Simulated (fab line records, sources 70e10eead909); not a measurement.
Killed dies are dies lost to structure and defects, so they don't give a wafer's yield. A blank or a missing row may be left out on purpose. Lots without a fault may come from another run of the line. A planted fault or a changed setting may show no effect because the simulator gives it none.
Chamber matching | flow nand_harc | NHARC_P_M2_DESCUM_14 on rie_diel-11: 4 sister chambers
The step chemistry O2, time 3 s. 16 wafers are shown with their chamber, then 8 later ones without.

WAFERS WITH THEIR CHAMBER
wafer  | chamber | showerhead_plenum_p_Torr (Torr) | drypump_motor_current_A (A) | oes_product_au (a.u.)
L077.1 | 2       | 1.97                            | 5.7                         | 0.997
L077.2 | 1       | 1.97                            | 5.1                         | 0.992
L077.5 | 3       | 1.89                            | 6.5                         | 0.994
L079.3 | 2       | 1.97                            | 5.7                         | 0.981
L079.4 | 1       | 1.97                            | 5.1                         | 0.989
L079.5 | 1       | 1.96                            | 5.2                         | 0.992
L075.1 | 3       | 1.89                            | 6.4                         | 0.996
L075.2 | 1       | 1.97                            | 5.2                         | 1.001
L075.3 | 2       | 1.97                            | 5.7                         | 0.996
L082.1 | 1       | 1.96                            | 5.1                         | 0.984
L082.2 | 2       | 1.97                            | 5.7                         | 0.991
L082.4 | 3       | 1.88                            | 6.4                         | 0.999
L085.1 | 0       | 1.84                            | 5.6                         | 1.011
L085.3 | 2       | 1.97                            | 5.7                         | 1.002
L085.6 | 1       | 1.96                            | 5.2                         | 0.999
L089.1 | 2       | 1.97                            | 5.7                         | 1.003

SIGNATURES (means of the wafers above)
reading                  | chamber 0 | chamber 1 | chamber 2 | chamber 3 | scatter within a chamber
showerhead_plenum_p_Torr | 1.8400    | 1.9650    | 1.9700    | 1.8867    | 0.00425
drypump_motor_current_A  | 5.600     | 5.150     | 5.700     | 6.433     | 0.0425
oes_product_au           | 1.01100   | 0.99283   | 0.99500   | 0.99633   | 0.00672
Rule: a wafer's distance from a chamber is the root of the sum, over the readings, of the square of ((its reading less the chamber's mean) divided by the reading's scatter). The wafer belongs to the nearest chamber; if the next one is less than 2 further off, it can't be placed. The scatter: the root of (the sum of the squares of (reading less its chamber's mean) over the shown wafers, divided by (wafers less chambers)).

WAFERS WITHOUT THEIR CHAMBER
wafer  | showerhead_plenum_p_Torr (Torr) | drypump_motor_current_A (A) | oes_product_au (a.u.)
L089.4 | 1.84                            | 5.7                         | 1.002
L089.5 | 1.97                            | 5.7                         | 1.004
L092.2 | 1.88                            | 6.4                         | 0.990
L092.3 | 1.96                            | 5.2                         | 0.988
L092.4 | 1.97                            | 5.7                         | 0.996
L095.1 | 1.84                            | 5.7                         | 1.000
L095.5 | 1.84                            | 5.7                         | 0.999
L095.6 | 1.96                            | 5.1                         | 0.998

WHICH CHAMBER EACH WENT THROUGH
wafer  | from the rows above | in truth
L089.4 | 0                   | 0
L089.5 | 2                   | 2
L092.2 | 3                   | 3
L092.3 | 1                   | 1
L092.4 | 2                   | 2
L095.1 | 0                   | 0
L095.5 | 0                   | 0
L095.6 | 1                   | 1
Placed correctly: 8 of 8. Can't be placed from these rows: 0. Placed wrongly: 0.
